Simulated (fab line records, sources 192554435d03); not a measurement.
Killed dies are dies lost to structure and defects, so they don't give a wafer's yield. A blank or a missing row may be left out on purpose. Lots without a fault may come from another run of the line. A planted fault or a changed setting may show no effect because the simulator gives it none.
Which tool did it? | flow n5_finfet | 24 lots, 72 wafers sampled, at 6 steps of a route of 1938

WHAT THE GAUGES READ, wafer by wafer
The record holds no reading of a measuring or inspecting step that can be judged against a usual standard deviation.

WHICH TOOL RAN EACH LOT (tool, then ch and the chambers of the sampled wafers, then the start)
lot  | N5_BEOL_M5_ETCH_67                 | N5_BEOL_M5_STRIP_36                | N5_BEOL_M5_STRIP_91                           | N5_BEOL_M5_DEGAS_44          | N5_BEOL_M5_SPUTTER_48        | N5_BEOL_M5_ANNEAL_49
L075 | rie_diel-03 ch 0,2,3, day 9 15:25  | rie_diel-03 ch 0,2,3, day 9 15:36  | rie_diel-03 ch 0,2,3, day 9 16:22 or earlier  | pvd_sputter-02, day 9 16:22  | pvd_sputter-03, day 9 17:11  | pvd_sputter-03, day 9 17:16
L074 | rie_diel-06 ch 1,2, day 9 15:34    | rie_diel-06 ch 1,2, day 9 15:44    | rie_diel-06 ch 1,2, day 9 17:19 or earlier    | pvd_sputter-01, day 9 17:19  | pvd_sputter-01, day 9 17:53  | pvd_sputter-01, day 9 17:58
L078 | rie_diel-03 ch 1,2, day 9 21:52    | rie_diel-03 ch 1,2, day 9 22:03    | rie_diel-03 ch 1,2, day 9 22:50 or earlier    | pvd_sputter-01, day 9 22:50  | pvd_sputter-02, day 10 00:12 | pvd_sputter-02, day 10 00:17
L077 | rie_diel-01 ch 1,2,3, day 10 03:23 | rie_diel-01 ch 1,2,3, day 10 03:34 | rie_diel-01 ch 1,2,3, day 10 04:57 or earlier | pvd_sputter-02, day 10 04:57 | pvd_sputter-01, day 10 05:57 | pvd_sputter-01, day 10 06:02
L076 | rie_diel-06 ch 0,1,3, day 10 09:47 | rie_diel-06 ch 0,1,3, day 10 09:58 | rie_diel-06 ch 0,1,3, day 10 10:54 or earlier | pvd_sputter-01, day 10 10:54 | pvd_sputter-02, day 10 11:39 | pvd_sputter-02, day 10 11:44
L079 | rie_diel-06 ch 0,2, day 10 12:08   | rie_diel-06 ch 0,2, day 10 12:19   | rie_diel-06 ch 0,2, day 10 13:01 or earlier   | pvd_sputter-01, day 10 13:01 | pvd_sputter-01, day 10 15:10 | pvd_sputter-01, day 10 15:15
L080 | rie_diel-06 ch 0,2,3, day 10 15:15 | rie_diel-06 ch 0,2,3, day 10 15:26 | rie_diel-06 ch 0,2,3, day 10 16:15 or earlier | pvd_sputter-02, day 10 16:15 | pvd_sputter-02, day 10 17:08 | pvd_sputter-02, day 10 17:13
L081 | rie_diel-06 ch 0,1,3, day 11 01:58 | rie_diel-06 ch 0,1,3, day 11 02:08 | rie_diel-06 ch 0,1,3, day 11 03:26 or earlier | pvd_sputter-02, day 11 03:26 | pvd_sputter-03, day 11 04:05 | pvd_sputter-03, day 11 04:10
L082 | rie_diel-01 ch 0,3, day 11 07:28   | rie_diel-01 ch 0,3, day 11 07:38   | rie_diel-01 ch 0,3, day 11 08:40 or earlier   | pvd_sputter-03, day 11 08:40 | pvd_sputter-03, day 11 09:23 | pvd_sputter-03, day 11 09:28
L083 | rie_diel-03 ch 0,1,2, day 11 16:28 | rie_diel-03 ch 0,1,2, day 11 16:38 | rie_diel-03 ch 0,1,2, day 11 17:46 or earlier | pvd_sputter-01, day 11 17:46 | pvd_sputter-01, day 11 20:16 | pvd_sputter-01, day 11 20:20
L085 | rie_diel-01 ch 0,1, day 11 19:45   | rie_diel-01 ch 0,1, day 11 19:55   | rie_diel-01 ch 0,1, day 11 20:52 or earlier   | pvd_sputter-02, day 11 20:52 | pvd_sputter-02, day 11 21:39 | pvd_sputter-02, day 11 21:44
L086 | rie_diel-03 ch 2,3, day 11 23:11   | rie_diel-03 ch 2,3, day 11 23:22   | rie_diel-03 ch 2,3, day 12 00:41 or earlier   | pvd_sputter-01, day 12 00:41 | pvd_sputter-01, day 12 01:25 | pvd_sputter-01, day 12 01:29
L084 | rie_diel-06 ch 0,2, day 12 00:13   | rie_diel-06 ch 0,2, day 12 00:23   | rie_diel-06 ch 0,2, day 12 01:20 or earlier   | pvd_sputter-01, day 12 01:20 | pvd_sputter-03, day 12 02:11 | pvd_sputter-03, day 12 02:16
L087 | rie_diel-01 ch 0,1, day 12 14:25   | rie_diel-01 ch 0,1, day 12 14:35   | rie_diel-01 ch 0,1, day 12 15:37 or earlier   | pvd_sputter-02, day 12 15:37 | pvd_sputter-03, day 12 16:27 | pvd_sputter-03, day 12 16:32
L088 | rie_diel-06 ch 0,1,3, day 12 21:24 | rie_diel-06 ch 0,1,3, day 12 21:34 | rie_diel-06 ch 0,1,3, day 12 23:14 or earlier | pvd_sputter-02, day 12 23:14 | pvd_sputter-03, day 13 00:01 | pvd_sputter-03, day 13 00:05
L089 | rie_diel-01 ch 1,2, day 13 04:01   | rie_diel-01 ch 1,2, day 13 04:12   | rie_diel-01 ch 1,2, day 13 05:18 or earlier   | pvd_sputter-03, day 13 05:18 | pvd_sputter-02, day 13 07:07 | pvd_sputter-02, day 13 07:12
L090 | rie_diel-01 ch 1,2,3, day 13 08:10 | rie_diel-01 ch 1,2,3, day 13 08:20 | rie_diel-01 ch 1,2,3, day 13 09:11 or earlier | pvd_sputter-03, day 13 09:11 | pvd_sputter-01, day 13 11:20 | pvd_sputter-01, day 13 11:25
L091 | rie_diel-01 ch 0,1,2, day 13 10:56 | rie_diel-01 ch 0,1,2, day 13 11:07 | rie_diel-01 ch 0,1,2, day 13 12:07 or earlier | pvd_sputter-02, day 13 12:07 | pvd_sputter-03, day 13 13:08 | pvd_sputter-03, day 13 13:13
L093 | rie_diel-01 ch 0,1,3, day 13 15:50 | rie_diel-01 ch 0,1,3, day 13 16:01 | rie_diel-01 ch 0,1,3, day 13 17:06 or earlier | pvd_sputter-02, day 13 17:06 | pvd_sputter-02, day 13 17:54 | pvd_sputter-02, day 13 17:59
L092 | rie_diel-01 ch 0,2, day 13 17:56   | rie_diel-01 ch 0,2, day 13 18:07   | rie_diel-01 ch 0,2, day 13 18:53 or earlier   | pvd_sputter-01, day 13 18:53 | pvd_sputter-01, day 13 21:35 | pvd_sputter-01, day 13 21:40
L094 | rie_diel-06 ch 1,2, day 14 11:29   | rie_diel-06 ch 1,2, day 14 11:40   | rie_diel-06 ch 1,2, day 14 13:08 or earlier   | pvd_sputter-01, day 14 13:08 | pvd_sputter-01, day 14 13:45 | pvd_sputter-01, day 14 13:50
L096 | rie_diel-06 ch 1,2,3, day 14 12:24 | rie_diel-06 ch 1,2,3, day 14 12:34 | rie_diel-06 ch 1,2,3, day 14 13:20 or earlier | pvd_sputter-03, day 14 13:20 | pvd_sputter-03, day 14 13:56 | pvd_sputter-03, day 14 14:01
L095 | rie_diel-01 ch 0,1, day 14 21:52   | rie_diel-01 ch 0,1, day 14 22:02   | rie_diel-01 ch 0,1, day 14 22:45 or earlier   | pvd_sputter-03, day 14 22:45 | pvd_sputter-03, day 14 23:20 | pvd_sputter-03, day 14 23:25
L097 | rie_diel-06 ch 2,3, day 14 22:18   | rie_diel-06 ch 2,3, day 14 22:28   | rie_diel-06 ch 2,3, day 14 23:11 or earlier   | pvd_sputter-03, day 14 23:11 | pvd_sputter-02, day 14 23:43 | pvd_sputter-02, day 14 23:48
- N5_BEOL_M5_ETCH_67: etches SiARC in CF4, target depth 15.6 nm, time 26 s.
- N5_BEOL_M5_STRIP_36: strips in N2/H2.
- N5_BEOL_M5_STRIP_91: strips in N2/H2, time 10 s.
- N5_BEOL_M5_DEGAS_44: time 60 s.
- N5_BEOL_M5_SPUTTER_48: material Cu, target thk 15 nm, time 27.62 s.
- N5_BEOL_M5_ANNEAL_49: time 1800 s.

WHAT THE TOOLS THEMSELVES READ (means of the sampled wafers that have a number; where no wafer has one, the mark that the record gives instead)
N5_BEOL_M5_ETCH_67. Usual: chamber_pressure_mTorr 40.00 mTorr, standard deviation 0.034; drypump_motor_current_A 5.8 A, standard deviation 0.5; etch_rf_on_time_s 26.1 s, standard deviation 0.69; oes_product_au 0.67 a.u., standard deviation 0.065; rf_vpp_V 184.0 V, standard deviation 1.1; showerhead_plenum_p_Torr 2.15 Torr, standard deviation 0.063; throttle_valve_pct 15.61 %, standard deviation 0.25.
lot  | tool        | chamber_pressure_mTorr (mTorr) | drypump_motor_current_A (A) | etch_rf_on_time_s (s) | oes_product_au (a.u.) | rf_vpp_V (V) | showerhead_plenum_p_Torr (Torr) | throttle_valve_pct (%) | flag
L075 | rie_diel-03 | 39.98                          | 5.1                         | 26.0                  | 0.71                  | 183.9        | 2.13                            | 15.52                  |
L074 | rie_diel-06 | 40.00                          | 5.7                         | 26.0                  | 0.68                  | 185.1        | 2.23                            | 15.67                  |
L078 | rie_diel-03 | 39.96                          | 5.0                         | 25.6                  | 0.69                  | 183.2        | 2.10                            | 15.70                  |
L077 | rie_diel-01 | 40.02                          | 6.0                         | 26.0                  | 0.67                  | 183.2        | 2.13                            | 15.59                  |
L076 | rie_diel-06 | 40.02                          | 5.9                         | 26.5                  | 0.72                  | 183.6        | 2.17                            | 15.45                  |
L079 | rie_diel-06 | 39.97                          | 6.4                         | 26.9                  | 0.71                  | 184.6        | 2.20                            | 15.28                  |
L080 | rie_diel-06 | 39.99                          | 6.2                         | 26.6                  | 0.67                  | 184.6        | 2.18                            | 15.46                  |
L081 | rie_diel-06 | 40.00                          | 5.9                         | 25.9                  | 0.72                  | 184.3        | 2.17                            | 15.46                  |
L082 | rie_diel-01 | 40.01                          | 6.1                         | 26.7                  | 0.63                  | 183.9        | 2.11                            | 15.66                  |
L083 | rie_diel-03 | 39.98                          | 5.2                         | 25.7                  | 0.70                  | 183.5        | 2.13                            | 15.59                  |
L085 | rie_diel-01 | 40.01                          | 5.9                         | 26.0                  | 0.60                  | 182.9        | 2.08                            | 15.87                  |
L086 | rie_diel-03 | 40.02                          | 5.0                         | 25.9                  | 0.65                  | 184.4        | 2.11                            | 15.55                  |
L084 | rie_diel-06 | 39.98                          | 6.1                         | 26.2                  | 0.66                  | 185.6        | 2.21                            | 15.51                  |
L087 | rie_diel-01 | 39.97                          | 5.9                         | 26.3                  | 0.59                  | 183.6        | 2.10                            | 15.87                  |
L088 | rie_diel-06 | 40.01                          | 5.9                         | 25.9                  | 0.71                  | 183.7        | 2.17                            | 15.49                  |
L089 | rie_diel-01 | 39.98                          | 5.8                         | 26.3                  | 0.62                  | 183.9        | 2.17                            | 15.78                  |
L090 | rie_diel-01 | 39.99                          | 6.0                         | 25.8                  | 0.65                  | 183.8        | 2.12                            | 15.64                  |
L091 | rie_diel-01 | 40.00                          | 5.9                         | 26.1                  | 0.61                  | 183.9        | 2.13                            | 15.84                  |
L093 | rie_diel-01 | 40.01                          | 6.0                         | 26.3                  | 0.62                  | 183.5        | 2.08                            | 15.71                  |
L092 | rie_diel-01 | 40.01                          | 5.9                         | 26.7                  | 0.62                  | 185.2        | 2.19                            | 15.80                  |
L094 | rie_diel-06 | 40.00                          | 5.5                         | 25.4                  | 0.69                  | 185.5        | 2.19                            | 15.76                  |
L096 | rie_diel-06 | 40.01                          | 5.7                         | 26.1                  | 0.65                  | 184.2        | 2.18                            | 15.71                  |
L095 | rie_diel-01 | 39.99                          | 5.9                         | 26.2                  | 0.59                  | 183.8        | 2.07                            | 15.92                  |
L097 | rie_diel-06 | 40.00                          | 6.0                         | 27.0                  | 0.60                  | 185.0        | 2.19                            | 15.71                  |

N5_BEOL_M5_STRIP_36. Usual: chamber_pressure_mTorr 20.00 mTorr, standard deviation 0.033; drypump_motor_current_A 5.8 A, standard deviation 0.5; oes_product_au 0.78 a.u., standard deviation 0.073; rf_vpp_V 59.3 V, standard deviation 1.4; showerhead_plenum_p_Torr 2.54 Torr, standard deviation 0.077; throttle_valve_pct 23.6 %, standard deviation 0.3.
lot  | tool        | chamber_pressure_mTorr (mTorr) | drypump_motor_current_A (A) | oes_product_au (a.u.) | rf_vpp_V (V) | showerhead_plenum_p_Torr (Torr) | throttle_valve_pct (%) | flag
L075 | rie_diel-03 | 20.00                          | 5.1                         | 0.82                  | 58.5         | 2.54                            | 23.7                   |
L074 | rie_diel-06 | 20.01                          | 5.7                         | 0.81                  | 57.5         | 2.63                            | 23.7                   |
L078 | rie_diel-03 | 19.97                          | 5.0                         | 0.81                  | 59.1         | 2.50                            | 23.9                   |
L077 | rie_diel-01 | 19.98                          | 6.0                         | 0.77                  | 59.0         | 2.51                            | 23.5                   |
L076 | rie_diel-06 | 20.00                          | 6.0                         | 0.83                  | 59.6         | 2.57                            | 23.5                   |
L079 | rie_diel-06 | 19.99                          | 6.4                         | 0.84                  | 59.9         | 2.61                            | 23.3                   |
L080 | rie_diel-06 | 19.97                          | 6.2                         | 0.79                  | 58.2         | 2.59                            | 23.4                   |
L081 | rie_diel-06 | 20.01                          | 5.9                         | 0.83                  | 58.8         | 2.57                            | 23.5                   |
L082 | rie_diel-01 | 20.02                          | 6.1                         | 0.74                  | 59.4         | 2.51                            | 23.6                   |
L083 | rie_diel-03 | 19.99                          | 5.2                         | 0.82                  | 59.7         | 2.54                            | 23.8                   |
L085 | rie_diel-01 | 19.97                          | 5.9                         | 0.69                  | 60.0         | 2.45                            | 23.9                   |
L086 | rie_diel-03 | 19.98                          | 5.0                         | 0.77                  | 59.6         | 2.52                            | 23.9                   |
L084 | rie_diel-06 | 19.99                          | 6.2                         | 0.77                  | 58.2         | 2.62                            | 23.5                   |
L087 | rie_diel-01 | 19.99                          | 6.0                         | 0.69                  | 59.8         | 2.49                            | 23.8                   |
L088 | rie_diel-06 | 20.00                          | 5.9                         | 0.82                  | 58.9         | 2.57                            | 23.5                   |
L089 | rie_diel-01 | 19.99                          | 5.9                         | 0.73                  | 59.5         | 2.56                            | 23.6                   |
L090 | rie_diel-01 | 20.00                          | 6.0                         | 0.75                  | 59.2         | 2.50                            | 23.5                   |
L091 | rie_diel-01 | 20.02                          | 5.9                         | 0.71                  | 57.5         | 2.52                            | 23.7                   |
L093 | rie_diel-01 | 20.02                          | 6.1                         | 0.73                  | 59.2         | 2.46                            | 23.6                   |
L092 | rie_diel-01 | 20.03                          | 6.0                         | 0.72                  | 59.1         | 2.60                            | 23.6                   |
L094 | rie_diel-06 | 20.01                          | 5.5                         | 0.80                  | 60.0         | 2.59                            | 23.8                   |
L096 | rie_diel-06 | 20.00                          | 5.7                         | 0.76                  | 59.7         | 2.57                            | 23.7                   |
L095 | rie_diel-01 | 19.97                          | 5.9                         | 0.67                  | 60.1         | 2.44                            | 23.9                   |
L097 | rie_diel-06 | 20.01                          | 6.0                         | 0.72                  | 59.8         | 2.58                            | 23.6                   |

N5_BEOL_M5_STRIP_91. Usual: chamber_pressure_mTorr 20.001 mTorr, standard deviation 0.019; drypump_motor_current_A 5.8 A, standard deviation 0.5; oes_product_au 0.78 a.u., standard deviation 0.072; rf_vpp_V 59.1 V, standard deviation 0.86; showerhead_plenum_p_Torr 2.54 Torr, standard deviation 0.077; throttle_valve_pct 23.60 %, standard deviation 0.3.
lot  | tool        | chamber_pressure_mTorr (mTorr) | drypump_motor_current_A (A) | oes_product_au (a.u.) | rf_vpp_V (V) | showerhead_plenum_p_Torr (Torr) | throttle_valve_pct (%) | flag
L075 | rie_diel-03 | 19.991                         | 5.1                         | 0.81                  | 59.2         | 2.54                            | 23.75                  |
L074 | rie_diel-06 | 20.003                         | 5.7                         | 0.80                  | 59.0         | 2.63                            | 23.68                  |
L078 | rie_diel-03 | 20.013                         | 5.0                         | 0.81                  | 59.6         | 2.50                            | 23.89                  |
L077 | rie_diel-01 | 20.015                         | 6.0                         | 0.78                  | 58.9         | 2.51                            | 23.45                  |
L076 | rie_diel-06 | 20.007                         | 5.9                         | 0.84                  | 59.6         | 2.57                            | 23.52                  |
L079 | rie_diel-06 | 20.007                         | 6.4                         | 0.85                  | 58.8         | 2.61                            | 23.31                  |
L080 | rie_diel-06 | 19.977                         | 6.2                         | 0.78                  | 59.0         | 2.59                            | 23.42                  |
L081 | rie_diel-06 | 20.007                         | 5.9                         | 0.84                  | 60.0         | 2.57                            | 23.53                  |
L082 | rie_diel-01 | 20.001                         | 6.2                         | 0.75                  | 58.7         | 2.51                            | 23.57                  |
L083 | rie_diel-03 | 20.023                         | 5.2                         | 0.82                  | 58.8         | 2.54                            | 23.74                  |
L085 | rie_diel-01 | 20.024                         | 5.9                         | 0.69                  | 58.7         | 2.45                            | 23.86                  |
L086 | rie_diel-03 | 20.003                         | 5.0                         | 0.77                  | 58.4         | 2.52                            | 23.85                  |
L084 | rie_diel-06 | 20.000                         | 6.2                         | 0.78                  | 59.6         | 2.62                            | 23.45                  |
L087 | rie_diel-01 | 20.002                         | 5.9                         | 0.69                  | 60.1         | 2.49                            | 23.85                  |
L088 | rie_diel-06 | 19.998                         | 5.9                         | 0.82                  | 58.9         | 2.57                            | 23.54                  |
L089 | rie_diel-01 | 19.985                         | 5.8                         | 0.73                  | 59.7         | 2.56                            | 23.59                  |
L090 | rie_diel-01 | 20.002                         | 6.0                         | 0.75                  | 59.0         | 2.50                            | 23.48                  |
L091 | rie_diel-01 | 19.992                         | 5.9                         | 0.70                  | 58.1         | 2.52                            | 23.73                  |
L093 | rie_diel-01 | 20.004                         | 6.1                         | 0.73                  | 58.4         | 2.46                            | 23.60                  |
L092 | rie_diel-01 | 19.991                         | 5.9                         | 0.72                  | 59.6         | 2.60                            | 23.57                  |
L094 | rie_diel-06 | 20.012                         | 5.5                         | 0.81                  | 59.3         | 2.59                            | 23.83                  |
L096 | rie_diel-06 | 20.003                         | 5.7                         | 0.76                  | 59.0         | 2.57                            | 23.70                  |
L095 | rie_diel-01 | 20.008                         | 5.9                         | 0.67                  | 59.1         | 2.44                            | 23.89                  |
L097 | rie_diel-06 | 19.989                         | 6.0                         | 0.71                  | 60.1         | 2.58                            | 23.60                  |

N5_BEOL_M5_DEGAS_44. Usual: heater_power_w 341 W, standard deviation 34.
lot  | tool           | heater_power_w (W) | flag
L075 | pvd_sputter-02 | 337                |
L074 | pvd_sputter-01 | 321                |
L078 | pvd_sputter-01 | 351                |
L077 | pvd_sputter-02 | 350                |
L076 | pvd_sputter-01 | 325                |
L079 | pvd_sputter-01 | 331                |
L080 | pvd_sputter-02 | 354                |
L081 | pvd_sputter-02 | 350                |
L082 | pvd_sputter-03 | 331                |
L083 | pvd_sputter-01 | 337                |
L085 | pvd_sputter-02 | 357                |
L086 | pvd_sputter-01 | 333                |
L084 | pvd_sputter-01 | 322                |
L087 | pvd_sputter-02 | 339                |
L088 | pvd_sputter-02 | 359                |
L089 | pvd_sputter-03 | 334                |
L090 | pvd_sputter-03 | 326                |
L091 | pvd_sputter-02 | 342                |
L093 | pvd_sputter-02 | 352                |
L092 | pvd_sputter-01 | 344                |
L094 | pvd_sputter-01 | 339                |
L096 | pvd_sputter-03 | 327                |
L095 | pvd_sputter-03 | 342                |
L097 | pvd_sputter-03 | 357                |

N5_BEOL_M5_SPUTTER_48. Usual: throttle_valve_pct 30.3 %, standard deviation 0.94.
lot  | tool           | throttle_valve_pct (%) | flag
L075 | pvd_sputter-03 | 31.5                   |
L074 | pvd_sputter-01 | 29.5                   |
L078 | pvd_sputter-02 | 31.1                   |
L077 | pvd_sputter-01 | 29.4                   |
L076 | pvd_sputter-02 | 29.7                   |
L079 | pvd_sputter-01 | 29.6                   |
L080 | pvd_sputter-02 | 30.6                   |
L081 | pvd_sputter-03 | 30.4                   |
L082 | pvd_sputter-03 | 31.2                   |
L083 | pvd_sputter-01 | 29.7                   |
L085 | pvd_sputter-02 | 31.0                   |
L086 | pvd_sputter-01 | 30.3                   |
L084 | pvd_sputter-03 | 31.6                   |
L087 | pvd_sputter-03 | 30.3                   |
L088 | pvd_sputter-03 | 30.9                   |
L089 | pvd_sputter-02 | 30.7                   |
L090 | pvd_sputter-01 | 30.2                   |
L091 | pvd_sputter-03 | 31.0                   |
L093 | pvd_sputter-02 | 29.8                   |
L092 | pvd_sputter-01 | 28.7                   |
L094 | pvd_sputter-01 | 30.3                   |
L096 | pvd_sputter-03 | 31.1                   |
L095 | pvd_sputter-03 | 30.4                   |
L097 | pvd_sputter-02 | 30.5                   |

N5_BEOL_M5_ANNEAL_49. Usual: heater_power_w 850 W, standard deviation 86.
lot  | tool           | heater_power_w (W) | flag
L075 | pvd_sputter-03 | 770                |
L074 | pvd_sputter-01 | 824                |
L078 | pvd_sputter-02 | 895                |
L077 | pvd_sputter-01 | 789                |
L076 | pvd_sputter-02 | 812                |
L079 | pvd_sputter-01 | 757                |
L080 | pvd_sputter-02 | 839                |
L081 | pvd_sputter-03 | 858                |
L082 | pvd_sputter-03 | 836                |
L083 | pvd_sputter-01 | 850                |
L085 | pvd_sputter-02 | 858                |
L086 | pvd_sputter-01 | 844                |
L084 | pvd_sputter-03 | 786                |
L087 | pvd_sputter-03 | 862                |
L088 | pvd_sputter-03 | 811                |
L089 | pvd_sputter-02 | 921                |
L090 | pvd_sputter-01 | 791                |
L091 | pvd_sputter-03 | 820                |
L093 | pvd_sputter-02 | 871                |
L092 | pvd_sputter-01 | 832                |
L094 | pvd_sputter-01 | 741                |
L096 | pvd_sputter-03 | 853                |
L095 | pvd_sputter-03 | 865                |
L097 | pvd_sputter-02 | 874                |

THE ANSWER, worked out from the rows above alone
Rule: a lot is off if the mean of its wafers that have a number lies more than 3 standard deviations from the usual mean. A lot without any number at a reading at which 4 lots or more have one is off too. The other lots that the step has rows for count as sound. The gauges are gone through in route order, then the tools' own readings, and for those a lot's mean is taken as printed above. The first step at which some lot is off is used, and at that step the reading that is off furthest; a lot without a number counts as furthest.
No lot is off at any reading shown: from this, nothing can be told.

WHAT THE SIMULATOR HAD PUT IN
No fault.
